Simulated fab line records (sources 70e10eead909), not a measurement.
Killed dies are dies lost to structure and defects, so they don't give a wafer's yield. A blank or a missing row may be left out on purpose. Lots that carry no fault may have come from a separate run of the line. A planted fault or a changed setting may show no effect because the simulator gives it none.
One fault through the eyes of 2 desks -- flow nand harc -- what lay behind the numbers comes last; until then each desk has only its own

THE DEFECT DESK
Lot by lot, what the route's inspections counted, given as the mean of those sampled wafers with a number. If a lot's mean is further than 4 standard deviations from the usual mean, the lot is out of limits and carries the mark OUT (the distance appears in the brackets).
Columns: A = raw defect count at NHARC_A_ZERO_WELL_INSPECT_17, usual 12
lot,first seen here,A
L330,day 6 13:23,8
L331,day 6 13:53,16
L333,day 7 08:09,11
L332,day 7 09:31,12
L336,day 7 23:33,13
L337,day 8 10:29,12
L338,day 8 16:24,8
L340,day 9 06:33,19
L343,day 9 21:35,10
L345,day 10 12:34,13
L346,day 10 23:47,9
L349,day 11 03:26,5
L350,day 11 15:49,18
L352,day 11 23:36,10
L353,day 12 05:35,10
Result from this desk: across the 15 lots, nothing is out of limits.

AT THE METROLOGY DESK
What the gauges read for every lot (on any tool): the sampled wafers with a number, averaged. If a lot's mean is further than 4 standard deviations from the usual mean, the lot is out of limits and carries the mark OUT (the distance appears in the brackets).
Columns: A = thk nm at NHARC_A_ONON_D1_THK_MEAS_02, usual 1003 nm; B = thk nm at NHARC_A_ONON_D1_THK_MEAS_21, usual 1000 nm
lot,first seen here,A,B
L331,day 7 14:37,1017,1009
L330,day 7 14:56,1000,993
L332,day 8 07:44,1012,1022
L333,day 8 07:44,1000,997
L336,day 8 21:46,1014,984
L337,day 9 07:28,878 (-18) OUT,994
L338,day 9 14:16,766 (-34) OUT,1010
L340,day 10 04:01,1007,1015
L343,day 10 22:09,882 (-17) OUT,996
L345,day 11 11:58,1004,1011
L346,day 11 23:56,1010,1003
L349,day 11 23:59,997,989
L350,day 12 11:58,994,999
L352,day 12 21:27,1002,997
L353,day 13 04:47,1013,997
This desk's finding: out of limits on L337, L338, L343; first on L337, day 9 07:28 (thk nm at NHARC_A_ONON_D1_THK_MEAS_02). In limits: L331, L330, L332, L333, L336, L340, L345, L346, L349, L350, L352, L353.

BROUGHT TOGETHER
The metrology desk could have raised an alarm at day 9 07:28, on L337, L338, L343.
Nothing out of limits was seen by the defect desk.
The defect desk has L337, L338, L343 on record, within its limits.
NHARC_A_ONON_D1_DEP_00 was run on pecvd onon-03 by each of the lots named.

WHAT THE SIMULATOR PUT IN
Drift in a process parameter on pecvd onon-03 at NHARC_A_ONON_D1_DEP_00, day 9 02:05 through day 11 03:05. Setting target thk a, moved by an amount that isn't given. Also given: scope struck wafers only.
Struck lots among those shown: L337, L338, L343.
Hours from the fault's start to each desk's first reading out of limits: the metrology desk, 5.
